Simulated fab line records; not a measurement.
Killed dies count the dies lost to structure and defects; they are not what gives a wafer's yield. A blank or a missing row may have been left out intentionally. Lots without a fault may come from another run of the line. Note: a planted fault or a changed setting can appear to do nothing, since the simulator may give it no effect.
Which of the tools did it? | flow nand harc | 18 wafers from 6 lots sampled at 5 of the route's 1302 steps

## WHAT THE GAUGES READ, wafer by wafer
NHARC_END_SORT_01.
lot  | measured     | on        | killed at other
L950 | day 25 15:13 | prober-02 | 0 1 1
L953 | day 26 22:14 | prober-01 | 1 1 1
L956 | day 28 07:41 | prober-02 | 0 3 0
L961 | day 29 20:34 | prober-01 | 1 1 0
L964 | day 30 18:09 | prober-01 | 1 0 1
L971 | day 33 18:53 | prober-02 | 0 0 0

## WHAT TOOL EACH LOT RAN ON (gives the tool, then ch and the chambers of the sampled wafers, and finally the start)
lot  | NHARC_A_CONTACT_ETCH_88            | NHARC_A_CONTACT_ETCH_134             | NHARC_A_CONTACT_ETCH_98                       | NHARC_A_CONTACT_ALD_18
L950 | rie diel-11 ch 0,3, day 23 08:47   | har cap etch-02 ch 0,1, day 23 09:49 | rie diel-05 ch 0,1,2, day 23 12:55 or earlier | ald metal-01 ch 1,3, day 23 12:55
L953 | rie diel-11 ch 0,2, day 24 19:35   | har cap etch-02 ch 0, day 24 20:39   | rie diel-11 ch 1,2,3, day 24 23:37 or earlier | ald metal-04 ch 1,2, day 24 23:37
L956 | rie diel-11 ch 0,1, day 26 05:11   | har cap etch-01 ch 0,1, day 26 06:27 | rie diel-11 ch 1,2,3, day 26 09:28 or earlier | ald metal-04 ch 1,2,3, day 26 09:28
L961 | rie diel-01 ch 0,1,2, day 27 15:51 | har cap etch-03 ch 0,1, day 27 18:19 | rie diel-01 ch 0,1,3, day 27 21:27 or earlier | ald metal-04 ch 1,2,3, day 27 21:27
L964 | rie diel-11 ch 1,2, day 28 13:29   | har cap etch-03 ch 0,1, day 28 14:34 | rie diel-01 ch 0,2,3, day 28 17:37 or earlier | ald metal-03 ch 1,2,3, day 28 17:37
L971 | rie diel-11 ch 1,2,3, day 31 17:10 | har cap etch-03 ch 0,1, day 31 18:21 | rie diel-11 ch 1,2,3, day 31 21:21 or earlier | ald metal-04 ch 1,2,3, day 31 21:21
- NHARC_A_CONTACT_ETCH_88: etches the open film in CF4, target depth 39 nm, time 65 s.
- NHARC_A_CONTACT_ETCH_134: etches the open film in C4F8/O2/Ar, time 140 s, target depth 700 nm.
- NHARC_A_CONTACT_ETCH_98: etches the open film in C4F6/O2, target depth 20 nm, time 10 s.
- NHARC_A_CONTACT_ALD_18: deposits TiN, target thk 3 nm, pulse time 1 s, ald cycles 150.

## THE ANSWER, worked out from the rows above alone
Rule: the usual values come from the lots themselves. Put in order of their means at a reading, lots are off if they are a third of the lots or fewer, leave a main group of 4 or more, and stand apart from it by a gap of 3 or more times the standard deviation of the main group's means; of several such gaps the widest counts. If all means in a main group match to the digits the tables above print for the reading, that group is not used. Also off: a lot with no number at a reading for which 4 or more lots have one. All remaining lots with rows at the step are treated as sound.
None of the lots is off at any reading shown; this tells nothing.

## WHAT HAD BEEN PUT IN BY THE SIMULATOR
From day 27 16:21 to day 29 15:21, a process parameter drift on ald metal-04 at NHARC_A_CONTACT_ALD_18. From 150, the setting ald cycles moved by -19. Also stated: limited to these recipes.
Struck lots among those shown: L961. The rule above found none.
